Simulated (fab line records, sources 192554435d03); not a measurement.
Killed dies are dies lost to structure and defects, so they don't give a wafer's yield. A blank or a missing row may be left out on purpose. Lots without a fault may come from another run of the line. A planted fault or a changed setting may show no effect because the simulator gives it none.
fab line records | flow n5_finfet
record lots=7 wafers=39
route steps=1938 shown FIN_SAQP@102 SD_EPI_N@278 SD_EPI_P@302 BEOL_M0_SAQP@638
start_h: hours from the record's first day to the start of the lot's first wafer shown | wait_h: hours since the lot's step before | " the same as in the row above | L1.1+2: a row that stands for several wafers | - no value, or no start given | * or withheld: withheld | < > ~ a bound
route shown NAME@n: a module of which the file shows steps, and the number in the route of the first | usual: mean/standard deviation of fault-free wafers | same: alike in all rows | chamber/n: place in a boat | sites: the reading at each site | _std_site: their standard deviation | _edge_site: outer sites' mean less inner sites' | radius_mm: how far each site lies from the wafer's centre | mask NAME#n: copy n | behind: the tool/chamber that last shaped the wafer | hold: why the lot was held/for how many hours/how that ended | device: the transistor (n, p or np) that didn't switch | end of line: the same wafers' tests at the end of the route | a step without rows: its recipe alone | killed: dies lost to structure and defects at the first sort, not the wafer's yield | map: a wafer's dies, x killed, . not, _ none there
set.NAME: the setting as run; set.NAME@STEP: as run at that earlier step | model.NAME: the simulator's own value behind a step, which no gauge read
lots whose settings were changed on purpose; a table a step, a row a wafer
## steps
# step N5_FIN_SAQP_HM_DEP_72
# recipe material=SiO2 target_thk_a=120 temp_c=400 precursor=SiH4/N2O pressure_torr=0.75 rf_w=275 time_s=7.2
# columns lot.wafer tool chamber start_h wait_h set.target_thk_a model.SiO2_of_FIN_SAQP_HM_DEP_72.thk_nm
L074.1 pecvd-01 2 21.20 0.0 85.3 8.185
L074.2 " 0 " " 85.3 8.515
L074.3 " 1 " " 120 12.01
L074.4 " 2 " " 120 11.99
L074.5 " 0 " " 120 11.94
L074.6 " 1 " " 85.3 8.562
L077.1 pecvd-04 1 40.13 0.0 120 11.83
L077.2 " 0 " " 76.72 7.477
L077.3 " 0 " " 120 12.02
L077.4 " 1 " " 120 12.09
L077.5 " 1 " " 76.72 7.705
L077.6 " 0 " " 76.72 7.602
L081.1 pecvd-01 2 64.07 0.0 120 12.06
L081.2 " 1 " " 140.2 13.75
L081.3 " 0 " " 120 12.01
L081.4 " 0 " " 120 12.08
L081.5 " 1 " " 140.2 14.21
L081.6 " 2 " " 140.2 13.97
L082.1 pecvd-02 2 70.80 0.0 120 11.88
L082.2 " 0 " " 55.98 5.602
L082.3 " 1 " " 55.98 5.459
L082.4 " 1 " " 55.98 5.914
L082.5 " 0 " " 120 12.23
L082.6 " 2 " " 120 12.03
L084.2 pecvd-02 0 82.48 0.0 120 12.03
L084.3 " 0 " " 120 12.11
L084.5 " 1 " " 120 12.3
L085.1 pecvd-04 2 88.81 0.0 120 12
L085.2 " 1 " " 120 12.07
L085.3 " 0 " " 164.9 16.44
L085.4 " 0 " " 164.9 16.72
L085.5 " 2 " " 120 12.33
L085.6 " 1 " " 164.9 16.66
L087.1 pecvd-04 1 101.79 0.0 120 11.96
L087.2 " 0 " " 120 12.07
L087.3 " 2 " " 79.65 7.909
L087.4 " 1 " " 79.65 8.121
L087.5 " 0 " " 79.65 8.184
L087.6 " 2 " " 120 12.2
# step N5_FIN_SAQP_COAT_49
# recipe resist=SOC temp_c=250 time_s=60 spin_rpm=1500 resist_thk_nm=100
# step N5_FIN_SAQP_COAT_50
# recipe resist=SiARC temp_c=220 time_s=60 spin_rpm=1500 resist_thk_nm=35
# step N5_FIN_SAQP_ETCH_52
# recipe chemistry=N2/H2 target=SOC target_depth_a=1000 overetch_a=200 mask_material=SiARC temp_c=40 time_s=150 ion_energy_ev=200 pressure_mtorr=30 source_w=840 bias_w=150 n2_flow_sccm=200 h2_flow_sccm=200 ends=end_point
# step N5_FIN_SAQP_STRIP_53
# recipe chemistry=N2/H2 temp_c=40 n2_flow_sccm=200 h2_flow_sccm=200 rf_frequency_hz=6e+07
# step N5_FIN_SAQP_HM_OPEN_73
# recipe chemistry=CHF3/O2 target=SiO2 stop_on=a-Si target_depth_a=120 over_etch_frac=1.8 mask_material=SOC time_s=16.8 pressure_mtorr=30 source_w=650 bias_w=170 Ar_flow_sccm=200 CHF3_flow_sccm=50 O2_flow_sccm=5 ion_energy_ev=200 ends=end_point
# columns lot.wafer tool chamber start_h wait_h set.target_thk_a@FIN_SAQP_HM_DEP_72 model.etch.depth_nm
L074.1 rie_diel-05 2 21.82 0.0 85.3 8.185
L074.2 " 0 " " 85.3 8.515
L074.3 " 3 " " 120 12.01
L074.4 " 1 " " 120 11.99
L074.5 " 3 " " 120 11.94
L074.6 " 0 " " 85.3 8.562
L077.1 rie_diel-05 0 40.90 0.0 120 11.83
L077.2 " 1 " " 76.72 7.477
L077.3 " 2 " " 120 12.02
L077.4 " 3 " " 120 12.09
L077.5 " 1 " " 76.72 7.705
L077.6 " 2 " " 76.72 7.602
L081.1 rie_diel-04 2 65.78 0.0 120 12.06
L081.2 " 0 " " 140.2 13.75
L081.3 " 1 " " 120 12.01
L081.4 " 3 " " 120 12.08
L081.5 " 1 " " 140.2 14.21
L081.6 " 0 " " 140.2 13.97
L082.1 rie_diel-05 2 71.44 0.0 120 11.88
L082.2 " 3 " " 55.98 5.602
L082.3 " 0 " " 55.98 5.459
L082.4 " 1 " " 55.98 5.914
L082.5 " 1 " " 120 12.23
L082.6 " 2 " " 120 12.03
L084.2 rie_diel-02 1 83.25 0.0 120 12.03
L084.3 " 3 " " 120 12.11
L084.5 " 0 " " 120 12.3
L085.1 rie_diel-04 2 89.55 0.0 120 12
L085.2 " 3 " " 120 12.07
L085.3 " 0 " " 164.9 16.44
L085.4 " 1 " " 164.9 16.72
L085.5 " 0 " " 120 12.33
L085.6 " 3 " " 164.9 16.66
L087.1 rie_diel-02 0 102.53 0.0 120 11.96
L087.2 " 1 " " 120 12.07
L087.3 " 3 " " 79.65 7.909
L087.4 " 2 " " 79.65 8.121
L087.5 " 0 " " 79.65 8.184
L087.6 " 3 " " 120 12.2
# step N5_SD_EPI_N_ETCH_45
# recipe chemistry=CH3F/O2 target=SiOCN target_depth_a=60 mask_material=SOC ion_energy_ev=60 bias_w=29 pressure_mtorr=15 source_w=410 Ar_flow_sccm=150 CH3F_flow_sccm=30 O2_flow_sccm=20
# columns lot.wafer tool chamber start_h wait_h set.target_depth_a model.etch.depth_nm
L074.1 rie_diel-05 2 50.68 0.1 60 5.987
L074.2 " 3 " " 60 5.85
L074.3 " 0 " " 60 6.049
L074.4 " 1 " " 60 5.865
L074.5 " 3 " " 60 5.852
L074.6 " 0 " " 60 5.996
L077.1 rie_diel-05 0 69.80 0.1 72.68 7.31
L077.2 " 1 " " 72.68 7.27
L077.3 " 2 " " 60 6.011
L077.4 " 3 " " 60 5.854
L077.5 " 1 " " 60 5.982
L077.6 " 0 " " 72.68 7.325
L081.1 rie_diel-04 3 96.30 0.1 60 5.896
L081.2 " 0 " " 41.31 4.063
L081.3 " 2 " " 41.31 4.152
L081.4 " 1 " " 60 5.899
L081.5 " 0 " " 41.31 4.032
L081.6 " 1 " " 60 5.911
L082.1 rie_diel-02 0 103.22 0.1 75.85 7.571
L082.2 " 1 " " 60 6.073
L082.3 " 2 " " 75.85 7.574
L082.4 " 3 " " 60 6.119
L082.5 " 1 " " 60 6.068
L082.6 " 0 " " 75.85 7.608
L084.2 rie_diel-02 3 120.09 0.1 60 6.075
L084.3 " 0 " " 60 5.972
L084.5 " 0 " " 60 5.953
L085.1 rie_diel-02 3 123.73 0.1 60 6.154
L085.2 " 1 " " 60 6.083
L085.3 " 0 " " 60 6.031
L085.4 " 2 " " 60 6.006
L085.5 " 1 " " 60 6.103
L085.6 " 2 " " 60 5.972
L087.1 rie_diel-05 2 131.57 0.1 60 6.004
L087.2 " 1 " " 34.68 3.465
L087.3 " 0 " " 60 5.998
L087.4 " 1 " " 34.68 3.436
L087.5 " 2 " " 60 6.029
L087.6 " 0 " " 34.68 3.449
# step N5_SD_EPI_P_DEVELOP_08
# recipe develop_time_s=30 developer=TMAH resist=CAR-ArF-block dev_temp_c=23 rinse_liquid=diw dry=air_spin
# columns lot.wafer tool chamber start_h wait_h set.develop_time_s
L074.1+3+6 litho_track-01 0 - - 30
L074.2+4+5 " 0 " " 35.8
L077.1+2+3+4+5+6 litho_track-02 0 - - 30
L081.1+2+3+4+5+6 litho_track-01 0 - - 30
L082.1+2+6 litho_track-05 0 - - 46.75
L082.3+4+5 " 0 " " 30
L084.2+3+5 litho_track-02 0 - - 30
L085.1+4+6 litho_track-02 0 - - 13.13
L085.2+3+5 " 0 " " 30
L087.1+2+5 litho_track-05 0 - - 30
L087.3+4+6 " 0 " " 21.37
# step N5_SD_EPI_P_CD_MEAS_09
# recipe target_cd_nm=240 landing_energy_ev=500 detector=se_inlens
# usual cd_nm=240.1/0.7
# columns lot.wafer tool chamber start_h wait_h set.develop_time_s@SD_EPI_P_DEVELOP_08 cd_nm
L074.1 cd_sem-01 0 55.43 - 30 240.5
L074.2 " 0 " " 35.8 240.8
L074.3 " 0 " " 30 239.5
L074.4 " 0 " " 35.8 240.6
L074.5 " 0 " " 35.8 241.0
L074.6 " 0 " " 30 239.9
L077.1 cd_sem-01 0 74.18 - 30 241.5
L077.2 " 0 " " 30 241.9
L077.3 " 0 " " 30 241.2
L077.4 " 0 " " 30 241.3
L077.5 " 0 " " 30 241.5
L077.6 " 0 " " 30 240.8
L081.1 cd_sem-01 0 101.47 - 30 239.7
L081.2 " 0 " " 30 238.5
L081.3 " 0 " " 30 239.5
L081.4 " 0 " " 30 240.4
L081.5 " 0 " " 30 239.1
L081.6 " 0 " " 30 238.6
L082.1 cd_sem-01 0 107.04 - 46.75 242.8
L082.2 " 0 " " 46.75 243.2
L082.3 " 0 " " 30 240.7
L082.4 " 0 " " 30 240.9
L082.5 " 0 " " 30 240.2
L082.6 " 0 " " 46.75 242.3
L084.2 cd_sem-01 0 124.55 - 30 239.7
L084.3 " 0 " " 30 240.3
L084.5 " 0 " " 30 240.7
L085.1 cd_sem-03 0 128.40 - 13.13 234.9
L085.2 " 0 " " 30 241.6
L085.3 " 0 " " 30 240.6
L085.4 " 0 " " 13.13 235.0
L085.5 " 0 " " 30 239.9
L085.6 " 0 " " 13.13 234.8
L087.1 cd_sem-03 0 136.16 - 30 239.5
L087.2 " 0 " " 30 240.7
L087.3 " 0 " " 21.37 239.4
L087.4 " 0 " " 21.37 238.1
L087.5 " 0 " " 30 240.1
L087.6 " 0 " " 21.37 238.5
# step N5_SD_EPI_P_DESCUM_14
# recipe chemistry=O2 time_s=7.9 source_power_w=50 bias_power_w=20 pressure_mtorr=20 rf_frequency_hz=2.712e+07 temp_c=40 resist=CAR-ArF-block o2_flow_sccm=225
# columns lot.wafer tool chamber start_h wait_h set.develop_time_s@SD_EPI_P_DEVELOP_08 model.SD_EPI_P.cd_nm
L074.1 rie_diel-06 3 55.52 0.0 30 240.2
L074.2+5 " 2,0 " " 35.8 240.6
L074.3 " 1 " " 30 239.2
L074.4 " 0 " " 35.8 240.4
L074.6 " 3 " " 30 239.8
L077.1 rie_diel-01 0 74.27 0.0 30 241.8
L077.2 " 3 " " 30 241.4
L077.3 " 1 " " 30 241.2
L077.4 " 2 " " 30 241
L077.5 " 2 " " 30 241.6
L077.6 " 1 " " 30 240.8
L081.1+3 rie_diel-01 0,2 101.57 0.0 30 239.8
L081.2 " 3 " " 30 238.2
L081.4 " 1 " " 30 240.6
L081.5 " 2 " " 30 238.8
L081.6 " 1 " " 30 238.6
L082.1+2 rie_diel-03 0,2 107.13 0.0 46.75 243.2
L082.3 " 3 " " 30 240.4
L082.4 " 1 " " 30 241.2
L082.5 " 3 " " 30 239.8
L082.6 " 2 " " 46.75 242.6
L084.2 rie_diel-06 3 124.64 0.0 30 239.6
L084.3+5 " 2,1 " " 30 240.8
L085.1+6 rie_diel-03 3,2 128.49 0.0 13.13 235.2
L085.2 " 1 " " 30 241.6
L085.3 " 0 " " 30 240.6
L085.4 " 2 " " 13.13 235
L085.5 " 3 " " 30 240.4
L087.1 rie_diel-03 3 136.25 0.0 30 239.6
L087.2 " 2 " " 30 240.6
L087.3 " 0 " " 21.37 239.2
L087.4 " 2 " " 21.37 238
L087.5 " 0 " " 30 240.2
L087.6 " 3 " " 21.37 238.6
# step N5_SD_EPI_P_ETCH_36
# recipe chemistry=CF4 target=SiARC target_depth_a=455 mask_material=CAR-ArF-block time_s=75.8 ion_energy_ev=80 pressure_mtorr=40 source_w=545 bias_w=36 Ar_flow_sccm=100 cf4_flow_sccm=100 ends=cleared
# columns lot.wafer tool chamber start_h wait_h set.develop_time_s@SD_EPI_P_DEVELOP_08 model.SD_EPI_P.cd_nm
L074.1 rie_diel-06 3 55.55 0.0 30 240.2
L074.2+4 " 2,0 " " 35.8 240.4
L074.3 " 1 " " 30 239
L074.5 " 0 " " 35.8 240.6
L074.6 " 3 " " 30 239.6
L077.1 rie_diel-01 0 74.31 0.0 30 242
L077.2 " 3 " " 30 241.4
L077.3 " 1 " " 30 240.8
L077.4 " 2 " " 30 241.2
L077.5 " 2 " " 30 241.6
L077.6 " 1 " " 30 240.6
L081.1 rie_diel-01 0 101.60 0.0 30 240
L081.2+6 " 3,1 " " 30 238.2
L081.3 " 2 " " 30 239.8
L081.4 " 1 " " 30 240.4
L081.5 " 2 " " 30 238.6
L082.1 rie_diel-03 0 107.17 0.0 46.75 243
L082.2 " 2 " " 46.75 243.2
L082.3 " 3 " " 30 240.2
L082.4 " 1 " " 30 241.6
L082.5 " 3 " " 30 239.6
L082.6 " 2 " " 46.75 242.6
L084.2 rie_diel-06 3 124.67 0.0 30 239.6
L084.3+5 " 2,1 " " 30 240.6
L085.1+4+6 rie_diel-03 3,2,2 128.52 0.0 13.13 235
L085.2 " 1 " " 30 241.6
L085.3 " 0 " " 30 240.6
L085.5 " 3 " " 30 240.4
L087.1 rie_diel-03 3 136.28 0.0 30 239.4
L087.2 " 2 " " 30 240.4
L087.3 " 0 " " 21.37 239
L087.4 " 2 " " 21.37 237.8
L087.5 " 0 " " 30 240.2
L087.6 " 3 " " 21.37 238.6
# step N5_BEOL_M0_SAQP_PECVD_04
# recipe material=a-Si target_thk_a=600 temp_c=350 precursor=SiH4/He pressure_torr=3 rf_w=100 time_s=60.2
# columns lot.wafer tool chamber start_h wait_h set.time_s model.a-Si_of_BEOL_M0_SAQP_PECVD_04.thk_nm
L074.1 pecvd-03 0 114.88 0.0 88.42 87.8
L074.2 " 2 " " 60.2 59.2
L074.3 " 1 " " 88.42 88.2
L074.4 " 0 " " 60.2 60.8
L074.5 " 1 " " 88.42 89.8
L074.6 " 2 " " 60.2 60.2
L077.1 pecvd-03 1 128.42 0.0 41.2 40
L077.2 " 0 " " 41.2 38.6
L077.3 " 2 " " 41.2 39.2
L077.4 " 0 " " 60.2 58.6
L077.5 " 2 " " 60.2 59
L077.6 " 1 " " 60.2 59.2
L081.1 pecvd-01 2 150.77 0.0 60.2 58.4
L081.2 " 1 " " 85.71 84.4
L081.3 " 0 " " 85.71 84.8
L081.4 " 0 " " 85.71 85.8
L081.5 " 1 " " 60.2 60.2
L081.6 " 2 " " 60.2 60
L082.1 pecvd-01 2 157.03 0.0 60.2 59.6
L082.2+5 " 0,2 " " 34.4 34.2
L082.3+4 " 2,0 " " 60.2 60
L082.6 " 0 " " 34.4 34.8
L085.1 pecvd-03 0 181.09 0.0 60.2 58.8
L085.2 " 2 " " 60.2 59.4
L085.3+5 " 1 " " 29.2 29
L085.4 " 0 " " 29.2 28.6
L085.6 " 2 " " 60.2 59.6
L084.2+3 pecvd-03 0,2 184.18 0.0 60.2 59
L084.5 " 2 " " 60.2 60.6
L087.1 pecvd-01 0 191.05 0.0 60.2 59.8
L087.2 " 2 " " 60.2 59
L087.3 " 1 " " 39.44 38.4
L087.4 " 0 " " 60.2 60.6
L087.5 " 1 " " 39.44 38.6
L087.6 " 2 " " 39.44 39.6
# step N5_BEOL_M0_SAQP_THK_MEAS_05
# usual thk_nm=59.7/0.82
# columns lot.wafer tool chamber start_h wait_h set.time_s@BEOL_M0_SAQP_PECVD_04 thk_nm
L074.1 film_metro-02 - 114.97 0.1 88.42 87.8
L074.2 " - " " 60.2 59.2
L074.3 " - " " 88.42 88.2
L074.4 " - " " 60.2 60.7
L074.5 " - " " 88.42 89.8
L074.6 " - " " 60.2 60.2
L077.1 film_metro-01 - 128.52 0.1 41.2 40.1
L077.2 " - " " 41.2 38.6
L077.3 " - " " 41.2 39.2
L077.4 " - " " 60.2 58.6
L077.5 " - " " 60.2 59.0
L077.6 " - " " 60.2 59.3
L081.1 film_metro-02 - 150.88 0.1 60.2 58.5
L081.2 " - " " 85.71 84.3
L081.3 " - " " 85.71 84.8
L081.4 " - " " 85.71 85.9
L081.5 " - " " 60.2 60.1
L081.6 " - " " 60.2 60.1
L082.1 film_metro-01 - 157.16 0.1 60.2 59.7
L082.2 " - " " 34.4 34.1
L082.3 " - " " 60.2 60.0
L082.4 " - " " 60.2 60.1
L082.5 " - " " 34.4 34.2
L082.6 " - " " 34.4 34.8
L085.1 film_metro-01 - 181.18 0.1 60.2 58.9
L085.2 " - " " 60.2 59.4
L085.3 " - " " 29.2 29.1
L085.4 " - " " 29.2 28.6
L085.5 " - " " 29.2 29.0
L085.6 " - " " 60.2 59.6
L084.2 film_metro-01 - 184.28 0.1 60.2 59.0
L084.3 " - " " 60.2 58.9
L084.5 " - " " 60.2 60.5
L087.1 film_metro-01 - 191.14 0.1 60.2 59.8
L087.2 " - " " 60.2 58.9
L087.3 " - " " 39.44 38.3
L087.4 " - " " 60.2 60.6
L087.5 " - " " 39.44 38.5
L087.6 " - " " 39.44 39.7
# step N5_BEOL_M0_SAQP_HM_DEP_111
# recipe material=SiO2 target_thk_a=120 temp_c=400 precursor=SiH4/N2O pressure_torr=0.75 rf_w=275 time_s=7.2
# step N5_BEOL_M0_SAQP_COAT_81
# recipe resist=SOC temp_c=250 time_s=60 spin_rpm=1500 resist_thk_nm=100
# step N5_BEOL_M0_SAQP_HM_OPEN_112
# recipe chemistry=CHF3/O2 target=SiO2 stop_on=a-Si target_depth_a=120 over_etch_frac=1.25 mask_material=SOC time_s=13.5 pressure_mtorr=30 source_w=650 bias_w=170 Ar_flow_sccm=200 CHF3_flow_sccm=50 O2_flow_sccm=5 ion_energy_ev=200 ends=end_point
# step N5_BEOL_M0_SAQP_STRIP_113
# recipe chemistry=CHF3/O2 resist=SiARC rf_frequency_hz=6e+07
# step N5_BEOL_M0_SAQP_MANDREL_ETCH_20
# recipe target_depth_a=600 chemistry=HBr/Cl2 target=a-Si stop_on=SiNx bt_time_s=10 mask_material=SOC over_etch_frac=0.5 time_s=30 pressure_mtorr=10 icp_w=800 bias_w=75 HBr_flow_sccm=150 Cl2_flow_sccm=80 ends=end_point
# usual oes_product_au=0.774/0.014
# columns lot.wafer tool chamber start_h wait_h set.time_s@BEOL_M0_SAQP_PECVD_04 oes_product_au model.etch.depth_nm
L074.1 rie_si-05 3 115.82 0.0 88.42 0.957 87.83
L074.2 " 1 " " 60.2 0.774 59.14
L074.3 " 0 " " 88.42 0.975 88.22
L074.4 " 2 " " 60.2 0.785 60.71
L074.5 " 2 " " 88.42 0.992 89.21
L074.6 " 3 " " 60.2 0.770 60.16
L077.1 rie_si-02 1 129.37 0.0 41.2 0.626 40.05
L077.2 " 0 " " 41.2 0.611 38.59
L077.3 " 2 " " 41.2 0.599 39.28
L077.4 " 3 " " 60.2 0.775 58.59
L077.5 " 0 " " 60.2 0.761 58.96
L077.6 " 1 " " 60.2 0.773 59.26
L081.1 rie_si-05 3 151.74 0.0 60.2 0.761 58.42
L081.2 " 0 " " 85.71 0.949 84.32
L081.3 " 1 " " 85.71 0.962 84.72
L081.4 " 2 " " 85.71 0.968 85.88
L081.5 " 0 " " 60.2 0.767 60.15
L081.6 " 1 " " 60.2 0.794 60.05
L082.1 rie_si-05 1 158.00 0.0 60.2 0.780 59.67
L082.2 " 2 " " 34.4 0.592 34.14
L082.3 " 3 " " 60.2 0.765 60.04
L082.4 " 0 " " 60.2 0.767 60.05
L082.5 " 3 " " 34.4 0.578 34.16
L082.6 " 2 " " 34.4 0.592 34.81
L085.1 rie_si-05 2 181.90 0.0 60.2 0.774 58.9
L085.2 " 3 " " 60.2 0.764 59.4
L085.3 " 1 " " 29.2 0.556 29.06
L085.4 " 0 " " 29.2 0.538 28.52
L085.5 " 2 " " 29.2 0.550 29.01
L085.6 " 3 " " 60.2 0.759 59.54
L084.2 rie_si-05 0 185.64 0.0 60.2 0.768 59.02
L084.3 " 3 " " 60.2 0.752 58.94
L084.5 " 0 " " 60.2 0.766 60.51
L087.1 rie_si-05 2 191.99 0.0 60.2 0.770 59.83
L087.2 " 1 " " 60.2 0.775 58.97
L087.3 " 0 " " 39.44 0.609 38.33
L087.4 " 3 " " 60.2 0.779 60.57
L087.5 " 1 " " 39.44 0.616 38.48
L087.6 " 2 " " 39.44 0.636 39.65
## key
split step=N5_FIN_SAQP_HM_DEP_72 setting=target_thk_a stated=120 by=wafer
response step=N5_FIN_SAQP_HM_DEP_72 reading=model.SiO2_of_FIN_SAQP_HM_DEP_72.thk_nm change=+0.12 per=1% r=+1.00
response step=N5_FIN_SAQP_HM_OPEN_73 reading=model.etch.depth_nm change=+0.12 per=1% r=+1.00
split step=N5_SD_EPI_N_ETCH_45 setting=target_depth_a stated=60 by=wafer
response step=N5_SD_EPI_N_ETCH_45 reading=model.etch.depth_nm change=+0.0598 per=1% r=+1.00
split step=N5_SD_EPI_P_DEVELOP_08 setting=develop_time_s stated=30 by=wafer
response step=N5_SD_EPI_P_CD_MEAS_09 reading=cd_nm change=+0.0671 per=1% r=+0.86
response step=N5_SD_EPI_P_DESCUM_14 reading=model.SD_EPI_P.cd_nm change=+0.07 per=1% r=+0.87
response step=N5_SD_EPI_P_ETCH_36 reading=model.SD_EPI_P.cd_nm change=+0.0706 per=1% r=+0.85
split step=N5_BEOL_M0_SAQP_PECVD_04 setting=time_s stated=60.2 by=wafer
response step=N5_BEOL_M0_SAQP_PECVD_04 reading=model.a-Si_of_BEOL_M0_SAQP_PECVD_04.thk_nm change=+0.602 per=1% r=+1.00
response step=N5_BEOL_M0_SAQP_THK_MEAS_05 reading=thk_nm change=* per=1% r=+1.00
response step=N5_BEOL_M0_SAQP_MANDREL_ETCH_20 reading=oes_product_au change=+0.00436 per=1% r=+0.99
response step=N5_BEOL_M0_SAQP_MANDREL_ETCH_20 reading=model.etch.depth_nm change=+0.601 per=1% r=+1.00
